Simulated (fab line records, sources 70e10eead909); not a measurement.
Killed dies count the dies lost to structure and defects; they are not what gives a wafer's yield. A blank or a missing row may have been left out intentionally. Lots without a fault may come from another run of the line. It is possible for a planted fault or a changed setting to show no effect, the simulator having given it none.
fab line records	flow nand-harc
record lots=24	wafers=72	last-day=33
route steps=1302 shown A_WL_FILL@982 A_CONTACT@1003
lots untouched by any fault: they come from a run of this same line in which no faults occurred
start-h: start of the lot's first displayed wafer, in hours after the record's first day	wait-h: time in hours since the lot's previous step	" unchanged from the row above	L1.1+2: a row that stands for several wafers	- no value present, or no start provided	* or withheld: withheld	< > ~ a bound
route shown NAME@n: NAME is a module with steps in the file, n the number in the route of the first one	usual: the fault-free wafers' mean and standard deviation	same: alike in all rows	chamber/n: place in a boat	sites: each site's reading	_std_site: the standard deviation of these	_edge_site: the outer-site mean with the inner-site mean subtracted	radius-mm: how far each site lies from the wafer's centre	mask NAME#n: copy n	behind: the tool/chamber that last shaped the wafer	hold: what put the lot on hold/how long, in hours/how the hold closed	device: the n, p or np transistor that did not switch	end of line: the route-end tests of the same wafers	for a step that has no rows: nothing shown but its recipe	killed: not the wafer's yield, but the dies lost to structure and defects at the first sort	map: per-die view of a wafer (x killed, . not killed, _ where there is no die)
set.NAME: setting as actually run; set.NAME@STEP: the setting as run at that earlier step	model.NAME: the simulator's own value behind a step, which no gauge read
steps of the route over a sample of lots; a table a step, a row a wafer
services: from which hour (start-h, from the record's first day; less than 0 if before it) a tool's chamber was out of use, for how many hours, and why
## steps
# step NHARC_A_WL_FILL_INSPECT_15
# usual raw-defect-count=517/160
lot.wafer	tool	chamber	start-h	wait-h	raw-defect-count
L074.1	defect-inspect-01	-	473.14	0.0	504
L074.3	"	-	"	"	507
L074.4	"	-	"	"	510
L075.1	defect-inspect-01	-	497.71	0.0	477
L075.3	"	-	"	"	481
L075.5	"	-	"	"	459
L077.1	defect-inspect-01	-	507.25	0.0	244
L077.2	"	-	"	"	471
L077.3	"	-	"	"	399
L076.2	defect-inspect-02	-	507.41	0.0	656
L076.4	"	-	"	"	750
L076.5	"	-	"	"	523
L078.4	defect-inspect-02	-	521.59	0.0	401
L078.5	"	-	"	"	454
L078.6	"	-	"	"	507
L079.1	defect-inspect-02	-	539.72	0.0	376
L079.4	"	-	"	"	365
L079.6	"	-	"	"	397
L081.3	defect-inspect-02	-	545.15	0.0	421
L081.4	"	-	"	"	431
L081.5	"	-	"	"	471
L080.1	defect-inspect-01	-	547.38	0.0	647
L080.4	"	-	"	"	555
L080.5	"	-	"	"	448
L083.3	defect-inspect-01	-	557.80	0.0	442
L083.5	"	-	"	"	489
L083.6	"	-	"	"	594
L082.4	defect-inspect-02	-	558.27	0.0	887
L082.5	"	-	"	"	661
L082.6	"	-	"	"	570
L084.3	defect-inspect-01	-	577.75	0.0	642
L084.4	"	-	"	"	952
L084.6	"	-	"	"	698
L085.1	defect-inspect-01	-	584.00	0.0	362
L085.5	"	-	"	"	419
L085.6	"	-	"	"	329
L086.1	defect-inspect-02	-	608.18	0.0	350
L086.4	"	-	"	"	400
L086.5	"	-	"	"	486
L087.2	defect-inspect-01	-	619.38	0.0	461
L087.3	"	-	"	"	417
L087.5	"	-	"	"	489
L089.1	defect-inspect-01	-	631.15	0.0	446
L089.2	"	-	"	"	407
L089.6	"	-	"	"	389
L088.1	defect-inspect-02	-	631.17	0.1	741
L088.3	"	-	"	"	646
L088.4	"	-	"	"	682
L091.1	defect-inspect-02	-	640.52	0.0	938
L091.3	"	-	"	"	743
L091.4	"	-	"	"	630
L090.2	defect-inspect-01	-	640.66	0.0	421
L090.4	"	-	"	"	492
L090.5	"	-	"	"	462
L092.1	defect-inspect-02	-	684.97	0.0	426
L092.4	"	-	"	"	442
L092.6	"	-	"	"	509
L093.2	defect-inspect-01	-	688.00	0.0	365
L093.4	"	-	"	"	462
L093.6	"	-	"	"	438
L094.3	defect-inspect-01	-	691.62	0.0	361
L094.4	"	-	"	"	478
L094.5	"	-	"	"	417
L095.2	defect-inspect-02	-	701.24	0.0	288
L095.4	"	-	"	"	407
L095.6	"	-	"	"	317
L096.1	defect-inspect-02	-	718.07	0.0	1010
L096.3	"	-	"	"	368
L096.6	"	-	"	"	673
L097.1	defect-inspect-01	-	721.36	0.0	750
L097.4	"	-	"	"	703
L097.5	"	-	"	"	902
# step NHARC_A_CONTACT_ETCH_50
# recipe target-depth-a=1210	time-s=60.5	cf4-flow-sccm=100	chf3-flow-sccm=30	ar-flow-sccm=0	rf-w=500	bias-w=200	chemistry=CF4/CHF3
# usual cf4-flow-sccm=100.0/0.32	drypump-motor-current-A=5.6/0.43	oes-product-au=0.955/0.026	rf-vpp-V=369.9/2.7	showerhead-plenum-p-Torr=1.55/0.074	throttle-valve-pct=16.802/0.0092
lot.wafer	tool	chamber	start-h	wait-h	cf4-flow-sccm	drypump-motor-current-A	oes-product-au	rf-hours-counter-h	rf-vpp-V	showerhead-plenum-p-Torr	throttle-valve-pct
L074.3	rie-diel-02	1	-	-	100.6	6.3	0.962	24	372.4	1.60	16.788
L074.4	"	2	"	"	100.2	6.4	0.977	23	369.8	1.55	16.793
L074.1	"	3	"	"	99.6	5.2	0.978	26	370.7	1.54	16.819
L075.3	rie-diel-11	0	-	-	99.8	6.5	0.947	21	367.6	1.51	16.816
L075.1	"	2	"	"	99.6	5.6	0.976	24	371.3	1.60	16.798
L075.5	"	1	"	"	99.6	5.6	0.955	-	371.8	1.58	16.805
L077.3	rie-diel-09	3	-	-	100.6	6.0	0.976	0	373.4	1.67	16.798
L077.2	"	0	"	"	100.2	5.3	0.973	1	367.0	1.47	16.805
L077.1	"	1	"	"	100.2	5.4	0.977	1	373.1	1.60	16.799
L076.2	rie-diel-09	3	-	-	99.9	6.0	0.977	1	375.3	1.67	16.802
L076.4	"	1	"	"	99.9	5.4	0.972	2	371.4	1.60	16.809
L076.5	"	3	"	"	100.3	6.0	0.980	-	373.8	1.66	16.809
L078.4	rie-diel-09	0	-	-	99.9	5.3	0.958	5	367.6	1.47	16.810
L078.5	"	3	"	"	100.5	6.0	0.963	-	374.6	1.66	16.807
L078.6	"	0	"	"	100.0	5.3	0.969	-	366.2	1.47	16.804
L079.4	rie-diel-11	0	-	-	100.1	6.4	0.908	36	368.7	1.51	16.810
L079.1	"	1	"	"	99.6	5.6	0.926	40	369.9	1.57	16.788
L079.6	"	3	"	"	99.8	6.1	0.920	-	366.6	1.47	16.801
L081.3	rie-diel-11	2	-	-	100.4	5.5	0.915	41	370.5	1.59	16.826
L081.4	"	3	"	"	100.2	6.1	0.923	38	366.1	1.47	16.802
L081.5	"	2	"	"	100.2	5.6	0.920	-	371.8	1.59	16.795
L080.1	rie-diel-11	2	-	-	100.5	5.6	0.931	42	370.8	1.59	16.812
L080.4	"	0	"	"	99.5	6.5	0.917	40	368.3	1.51	16.797
L080.5	"	2	"	"	101.0	5.6	0.927	-	371.5	1.59	16.811
L083.3	rie-diel-09	0	-	-	99.7	5.3	0.969	9	366.4	1.47	16.803
L083.5	"	0	"	"	100.1	5.3	0.965	-	366.2	1.47	16.823
L083.6	"	1	"	"	99.4	5.4	0.990	-	370.9	1.59	16.792
L082.4	rie-diel-11	3	-	-	100.9	6.1	0.916	42	367.5	1.47	16.815
L082.5	"	2	"	"	99.8	5.6	0.918	-	370.3	1.59	16.802
L082.6	"	3	"	"	100.3	6.1	0.911	-	367.3	1.47	16.801
L084.4	rie-diel-11	2	-	-	100.1	5.6	0.924	54	370.5	1.59	16.802
L084.3	"	3	"	"	99.8	6.1	0.929	51	367.7	1.47	16.790
L084.6	"	1	"	"	100.2	5.7	0.916	-	368.6	1.57	16.806
L085.1	rie-diel-09	2	-	-	99.9	5.2	0.934	11	366.9	1.46	16.813
L085.6	"	2	"	"	100.6	5.1	0.937	-	367.1	1.46	16.793
L085.5	"	3	"	"	99.9	6.0	0.956	-	374.0	1.66	16.793
L086.4	rie-diel-09	2	-	-	99.3	5.2	0.958	13	366.2	1.46	16.798
L086.1	"	0	"	"	100.0	5.3	0.985	19	368.1	1.47	16.806
L086.5	"	2	"	"	99.8	5.1	0.957	-	368.6	1.46	16.800
L087.2	rie-diel-09	3	-	-	99.7	6.0	0.977	20	373.9	1.66	16.810
L087.3	"	0	"	"	100.0	5.3	0.982	20	366.5	1.46	16.788
L087.5	"	2	"	"	99.8	5.2	0.958	-	366.9	1.46	16.810
L089.1	rie-diel-11	2	-	-	99.9	5.6	0.964	6	371.5	1.58	16.813
L089.2	"	0	"	"	99.8	6.5	0.963	8	368.8	1.50	16.817
L089.6	"	3	"	"	99.6	6.1	0.971	-	374.9	1.70	16.785
L088.3	rie-diel-09	0	-	-	100.3	5.3	0.953	23	365.7	1.46	16.800
L088.1	"	2	"	"	100.3	5.1	0.973	18	367.1	1.46	16.796
L088.4	"	3	"	"	99.8	6.0	0.967	23	373.4	1.66	16.811
L091.4	rie-diel-09	1	-	-	100.1	5.4	0.998	24	372.2	1.59	16.800
L091.1	"	3	"	"	99.9	6.0	0.963	25	373.8	1.66	16.798
L091.3	"	0	"	"	100.1	5.3	0.965	24	367.9	1.46	16.800
L090.4	rie-diel-02	0	-	-	99.6	5.1	0.941	23	370.3	1.57	16.790
L090.2	"	2	"	"	99.9	6.3	0.931	22	370.6	1.53	16.796
L090.5	"	0	"	"	99.5	5.1	0.943	-	371.2	1.57	16.803
L092.1	rie-diel-09	0	-	-	99.8	5.3	0.983	0	365.9	1.46	16.799
L092.4	"	2	"	"	99.9	5.1	0.975	0	367.0	1.46	16.803
L092.6	"	0	"	"	99.7	5.3	0.978	-	366.8	1.46	16.793
L093.4	rie-diel-09	3	-	-	100.1	6.0	0.986	2	373.9	1.66	16.791
L093.2	"	1	"	"	100.1	5.4	0.978	1	370.8	1.59	16.797
L093.6	"	2	"	"	100.2	5.2	0.980	-	366.9	1.46	16.811
L094.4	rie-diel-09	2	-	-	100.3	5.1	0.986	2	368.3	1.46	16.810
L094.3	"	0	"	"	100.3	5.3	0.951	3	366.8	1.46	16.785
L094.5	"	2	"	"	99.5	5.1	0.975	-	366.4	1.46	16.806
L095.2	rie-diel-02	3	-	-	99.8	5.2	0.936	43	368.0	1.52	16.793
L095.4	"	1	"	"	100.1	6.3	0.936	37	372.2	1.58	16.809
L095.6	"	3	"	"	100.0	5.2	0.932	-	369.9	1.52	16.810
L096.3	rie-diel-09	1	-	-	100.1	5.4	0.996	8	369.7	1.59	16.806
L096.1	"	3	"	"	100.2	6.0	0.954	8	373.2	1.66	16.796
L096.6	"	1	"	"	100.1	5.4	0.986	-	371.9	1.59	16.794
L097.4	rie-diel-11	2	-	-	100.0	5.6	0.917	43	371.5	1.57	16.810
L097.1	"	1	"	"	99.7	5.7	0.909	41	370.3	1.56	16.798
L097.5	"	2	"	"	100.1	5.6	0.920	-	371.7	1.58	16.806
# step NHARC_A_CONTACT_ETCH_114
# recipe source-w=withheld	pressure-mtorr=20	bias-v=3000	time-s=190	target-depth-a=18500	ar-flow-sccm=withheld	c4f8-flow-sccm=withheld	o2-flow-sccm=withheld	chemistry=C4F8/O2/Ar
lot.wafer	tool	chamber	start-h	wait-h	rf-hours-counter-h
L074.1	har-cap-etch-01	0	482.88	0.1	127
L074.3	"	0	"	"	-
L074.4	"	1	"	"	-
L075.1	har-cap-etch-02	0	505.99	0.1	84
L075.3	"	1	"	"	-
L075.5	"	1	"	"	-
L077.1	har-cap-etch-01	0	515.47	0.1	0
L077.2	"	1	"	"	0
L077.3	"	1	"	"	-
L076.2	har-cap-etch-03	1	518.69	0.1	48
L076.4	"	0	"	"	-
L076.5	"	1	"	"	-
L078.4	har-cap-etch-01	0	531.78	0.1	-
L078.5	"	0	"	"	-
L078.6	"	1	"	"	-
L079.1	har-cap-etch-01	1	548.30	0.1	7
L079.4	"	1	"	"	-
L079.6	"	0	"	"	-
L081.3	har-cap-etch-03	1	553.60	0.1	-
L081.4	"	0	"	"	-
L081.5	"	1	"	"	-
L080.1	har-cap-etch-01	1	556.32	0.1	9
L080.4	"	0	"	"	-
L080.5	"	0	"	"	-
L083.3	har-cap-etch-01	1	566.16	0.1	-
L083.6	"	0	"	"	-
L083.5	"	1	"	"	-
L082.4	har-cap-etch-02	1	567.89	0.1	-
L082.5	"	1	"	"	-
L082.6	"	0	"	"	-
L084.3	har-cap-etch-03	0	589.34	0.1	-
L084.4	"	1	"	"	-
L084.6	"	0	"	"	-
L085.1	har-cap-etch-01	1	592.96	0.1	18
L085.6	"	0	"	"	-
L085.5	"	1	"	"	-
L086.1	har-cap-etch-02	1	616.41	0.2	102
L086.4	"	0	"	"	-
L086.5	"	0	"	"	-
L087.2	har-cap-etch-01	1	627.63	0.1	22
L087.3	"	1	"	"	-
L087.5	"	0	"	"	-
L089.1	har-cap-etch-03	1	639.37	0.1	69
L089.2	"	0	"	"	69
L089.6	"	0	"	"	-
L088.1	har-cap-etch-02	1	641.36	0.1	106
L088.4	"	1	"	"	-
L088.3	"	0	"	"	-
L091.1	har-cap-etch-03	0	648.86	0.2	71
L091.4	"	1	"	"	-
L091.3	"	0	"	"	-
L090.2	har-cap-etch-02	0	648.91	0.1	109
L090.4	"	0	"	"	-
L090.5	"	0	"	"	-
L092.1	har-cap-etch-03	0	693.92	0.1	77
L092.4	"	0	"	"	-
L092.6	"	1	"	"	-
L093.2	har-cap-etch-02	1	698.13	0.1	115
L093.4	"	1	"	"	-
L093.6	"	0	"	"	-
L094.3	har-cap-etch-01	1	702.02	0.1	-
L094.4	"	0	"	"	-
L094.5	"	0	"	"	-
L095.2	har-cap-etch-01	0	709.37	0.1	34
L095.4	"	1	"	"	-
L095.6	"	0	"	"	-
L096.1	har-cap-etch-03	1	727.15	0.1	84
L096.3	"	0	"	"	-
L096.6	"	0	"	"	-
L097.1	har-cap-etch-01	0	730.92	0.2	39
L097.4	"	1	"	"	-
L097.5	"	1	"	"	-
# step NHARC_A_CONTACT_ETCH_115
# recipe source-w=withheld	pressure-mtorr=20	bias-v=3000	time-s=190	target-depth-a=18500	ar-flow-sccm=withheld	c4f8-flow-sccm=withheld	o2-flow-sccm=withheld	chemistry=C4F8/O2/Ar
lot.wafer	tool	chamber	start-h	wait-h	rf-hours-counter-h
L074.1	har-cap-etch-01	0	483.05	0.1	127
L074.3	"	0	"	"	-
L074.4	"	1	"	"	-
L075.1	har-cap-etch-02	0	506.16	0.1	84
L075.3	"	1	"	"	-
L075.5	"	1	"	"	-
L077.1	har-cap-etch-01	0	515.64	0.1	1
L077.2	"	1	"	"	1
L077.3	"	1	"	"	-
L076.2	har-cap-etch-03	1	518.86	0.1	48
L076.4	"	0	"	"	-
L076.5	"	1	"	"	-
L078.4	har-cap-etch-01	0	531.95	0.1	-
L078.5	"	0	"	"	-
L078.6	"	1	"	"	-
L079.1	har-cap-etch-01	1	548.48	0.1	7
L079.4	"	1	"	"	-
L079.6	"	0	"	"	-
L081.3	har-cap-etch-03	1	553.77	0.1	-
L081.4	"	0	"	"	-
L081.5	"	1	"	"	-
L080.1	har-cap-etch-01	1	556.49	0.1	9
L080.4	"	0	"	"	-
L080.5	"	0	"	"	-
L083.3	har-cap-etch-01	1	566.33	0.1	-
L083.6	"	0	"	"	-
L083.5	"	1	"	"	-
L082.4	har-cap-etch-02	1	568.07	0.1	-
L082.5	"	1	"	"	-
L082.6	"	0	"	"	-
L084.3	har-cap-etch-03	0	589.51	0.1	-
L084.4	"	1	"	"	-
L084.6	"	0	"	"	-
L085.1	har-cap-etch-01	1	593.14	0.1	18
L085.6	"	0	"	"	-
L085.5	"	1	"	"	-
L086.1	har-cap-etch-02	1	616.64	0.2	102
L086.4	"	0	"	"	-
L086.5	"	0	"	"	-
L087.2	har-cap-etch-01	1	627.81	0.1	22
L087.3	"	1	"	"	-
L087.5	"	0	"	"	-
L089.1	har-cap-etch-03	1	639.54	0.1	69
L089.2	"	0	"	"	69
L089.6	"	0	"	"	-
L088.1	har-cap-etch-02	1	641.53	0.1	106
L088.4	"	1	"	"	-
L088.3	"	0	"	"	-
L090.2	har-cap-etch-02	0	649.08	0.1	109
L090.4	"	0	"	"	-
L090.5	"	0	"	"	-
L091.1	har-cap-etch-03	0	649.09	0.2	71
L091.4	"	1	"	"	-
L091.3	"	0	"	"	-
L092.1	har-cap-etch-03	0	694.10	0.1	77
L092.4	"	0	"	"	-
L092.6	"	1	"	"	-
L093.2	har-cap-etch-02	1	698.30	0.1	115
L093.4	"	1	"	"	-
L093.6	"	0	"	"	-
L094.3	har-cap-etch-01	1	702.19	0.1	-
L094.4	"	0	"	"	-
L094.5	"	0	"	"	-
L095.2	har-cap-etch-01	0	709.54	0.1	34
L095.4	"	1	"	"	-
L095.6	"	0	"	"	-
L096.1	har-cap-etch-03	1	727.32	0.1	84
L096.3	"	0	"	"	-
L096.6	"	0	"	"	-
L097.1	har-cap-etch-01	0	731.15	0.2	39
L097.4	"	1	"	"	-
L097.5	"	1	"	"	-
# step NHARC_A_CONTACT_ETCH_118
# recipe source-w=withheld	pressure-mtorr=20	bias-v=3000	time-s=190	target-depth-a=18500	ar-flow-sccm=withheld	c4f8-flow-sccm=withheld	o2-flow-sccm=withheld	chemistry=C4F8/O2/Ar
lot.wafer	tool	chamber	start-h	wait-h	rf-hours-counter-h
L074.1	har-cap-etch-01	0	483.57	0.1	127
L074.3	"	0	"	"	-
L074.4	"	1	"	"	-
L075.1	har-cap-etch-02	0	506.68	0.1	84
L075.3	"	1	"	"	-
L075.5	"	1	"	"	-
L077.1	har-cap-etch-01	0	516.15	0.1	1
L077.2	"	1	"	"	1
L077.3	"	1	"	"	-
L076.2	har-cap-etch-03	1	519.37	0.1	48
L076.4	"	0	"	"	-
L076.5	"	1	"	"	-
L078.4	har-cap-etch-01	0	532.46	0.1	-
L078.5	"	0	"	"	-
L078.6	"	1	"	"	-
L079.1	har-cap-etch-01	1	548.99	0.1	7
L079.4	"	1	"	"	-
L079.6	"	0	"	"	-
L081.3	har-cap-etch-03	1	554.28	0.1	-
L081.4	"	0	"	"	-
L081.5	"	1	"	"	-
L080.1	har-cap-etch-01	1	557.00	0.1	10
L080.4	"	0	"	"	-
L080.5	"	0	"	"	-
L083.3	har-cap-etch-01	1	566.84	0.1	-
L083.6	"	0	"	"	-
L083.5	"	1	"	"	-
L082.4	har-cap-etch-02	1	568.58	0.1	-
L082.5	"	1	"	"	-
L082.6	"	0	"	"	-
L084.3	har-cap-etch-03	0	590.02	0.1	-
L084.4	"	1	"	"	-
L084.6	"	0	"	"	-
L085.1	har-cap-etch-01	1	593.65	0.1	19
L085.6	"	0	"	"	-
L085.5	"	1	"	"	-
L086.1	har-cap-etch-02	1	617.32	0.2	103
L086.4	"	0	"	"	-
L086.5	"	0	"	"	-
L087.2	har-cap-etch-01	1	628.33	0.1	22
L087.3	"	1	"	"	-
L087.5	"	0	"	"	-
L089.1	har-cap-etch-03	1	640.06	0.1	70
L089.2	"	0	"	"	70
L089.6	"	0	"	"	-
L088.1	har-cap-etch-02	1	642.05	0.1	107
L088.4	"	1	"	"	-
L088.3	"	0	"	"	-
L090.2	har-cap-etch-02	0	649.60	0.1	109
L090.4	"	0	"	"	-
L090.5	"	0	"	"	-
L091.1	har-cap-etch-03	0	649.78	0.2	72
L091.4	"	1	"	"	-
L091.3	"	0	"	"	-
L092.1	har-cap-etch-03	0	694.61	0.1	77
L092.4	"	0	"	"	-
L092.6	"	1	"	"	-
L093.2	har-cap-etch-02	1	698.81	0.1	116
L093.4	"	1	"	"	-
L093.6	"	0	"	"	-
L094.3	har-cap-etch-01	1	702.71	0.1	-
L094.4	"	0	"	"	-
L094.5	"	0	"	"	-
L095.2	har-cap-etch-01	0	710.05	0.1	35
L095.4	"	1	"	"	-
L095.6	"	0	"	"	-
L096.1	har-cap-etch-03	1	727.83	0.1	85
L096.3	"	0	"	"	-
L096.6	"	0	"	"	-
L097.1	har-cap-etch-01	0	731.83	0.2	40
L097.4	"	1	"	"	-
L097.5	"	1	"	"	-
# step NHARC_A_CONTACT_ETCH_122
# recipe source-w=withheld	pressure-mtorr=20	bias-v=3000	time-s=190	target-depth-a=18500	ar-flow-sccm=withheld	c4f8-flow-sccm=withheld	o2-flow-sccm=withheld	chemistry=C4F8/O2/Ar
lot.wafer	tool	chamber	start-h	wait-h	rf-hours-counter-h
L074.1	har-cap-etch-01	0	484.25	0.1	128
L074.3	"	0	"	"	-
L074.4	"	1	"	"	-
L075.1	har-cap-etch-02	0	507.37	0.1	85
L075.3	"	1	"	"	-
L075.5	"	1	"	"	-
L077.1	har-cap-etch-01	0	516.84	0.1	2
L077.2	"	1	"	"	2
L077.3	"	1	"	"	-
L076.2	har-cap-etch-03	1	520.05	0.1	49
L076.4	"	0	"	"	-
L076.5	"	1	"	"	-
L078.4	har-cap-etch-01	0	533.13	0.1	-
L078.5	"	0	"	"	-
L078.6	"	1	"	"	-
L079.1	har-cap-etch-01	1	549.68	0.1	8
L079.4	"	1	"	"	-
L079.6	"	0	"	"	-
L081.3	har-cap-etch-03	1	554.96	0.1	-
L081.4	"	0	"	"	-
L081.5	"	1	"	"	-
L080.1	har-cap-etch-01	1	557.69	0.1	10
L080.4	"	0	"	"	-
L080.5	"	0	"	"	-
L083.3	har-cap-etch-01	1	567.53	0.1	-
L083.6	"	0	"	"	-
L083.5	"	1	"	"	-
L082.4	har-cap-etch-02	1	569.27	0.1	-
L082.5	"	1	"	"	-
L082.6	"	0	"	"	-
L084.3	har-cap-etch-03	0	590.71	0.1	-
L084.4	"	1	"	"	-
L084.6	"	0	"	"	-
L085.1	har-cap-etch-01	1	594.33	0.1	19
L085.6	"	0	"	"	-
L085.5	"	1	"	"	-
L086.1	har-cap-etch-02	1	618.24	0.2	103
L086.4	"	0	"	"	-
L086.5	"	0	"	"	-
L087.2	har-cap-etch-01	1	629.01	0.1	23
L087.3	"	1	"	"	-
L087.5	"	0	"	"	-
L089.1	har-cap-etch-03	1	640.74	0.1	70
L089.2	"	0	"	"	70
L089.6	"	0	"	"	-
L088.1	har-cap-etch-02	1	642.73	0.1	108
L088.4	"	1	"	"	-
L088.3	"	0	"	"	-
L090.2	har-cap-etch-02	0	650.28	0.1	110
L090.4	"	0	"	"	-
L090.5	"	0	"	"	-
L091.1	har-cap-etch-03	0	650.69	0.2	73
L091.4	"	1	"	"	-
L091.3	"	0	"	"	-
L092.1	har-cap-etch-03	0	695.29	0.1	78
L092.4	"	0	"	"	-
L092.6	"	1	"	"	-
L093.2	har-cap-etch-02	1	699.50	0.1	117
L093.4	"	1	"	"	-
L093.6	"	0	"	"	-
L094.3	har-cap-etch-01	1	703.39	0.1	-
L094.4	"	0	"	"	-
L094.5	"	0	"	"	-
L095.2	har-cap-etch-01	0	710.74	0.1	35
L095.4	"	1	"	"	-
L095.6	"	0	"	"	-
L096.1	har-cap-etch-03	1	728.51	0.1	85
L096.3	"	0	"	"	-
L096.6	"	0	"	"	-
L097.1	har-cap-etch-01	0	732.68	0.1	41
L097.4	"	1	"	"	-
L097.5	"	1	"	"	-
## services
tool	chamber	start-h	hours	kind
rie-diel-09	0	467.33	2.4	repair
rie-diel-11	0	469.56	11.5	repair
rie-diel-09	0	476.27	-	clean
rie-diel-09	1	476.27	-	clean
rie-diel-09	2	476.27	-	clean
rie-diel-09	3	476.27	-	clean
har-cap-etch-01	-	489.61	0.3	repair
har-cap-etch-01	-	497.00	17.0	pm
har-cap-etch-01	0	497.00	17.0	vent-cycle
har-cap-etch-01	1	497.00	17.0	vent-cycle
rie-diel-09	-	497.26	9.0	pm
rie-diel-02	3	511.41	3.6	repair
har-cap-etch-01	0	514.00	-	clean
har-cap-etch-01	1	514.00	-	clean
rie-diel-09	0	530.82	5.3	repair
har-cap-etch-01	-	541.29	0.2	repair
rie-diel-02	-	570.87	9.0	pm
rie-diel-09	2	572.13	18.2	repair
rie-diel-11	-	609.86	9.0	pm
rie-diel-11	1	658.13	4.1	repair
rie-diel-11	3	658.46	15.1	repair
rie-diel-02	1	663.23	13.8	repair
rie-diel-09	-	674.26	9.0	pm
rie-diel-02	2	725.34	8.4	repair
## key
fault none
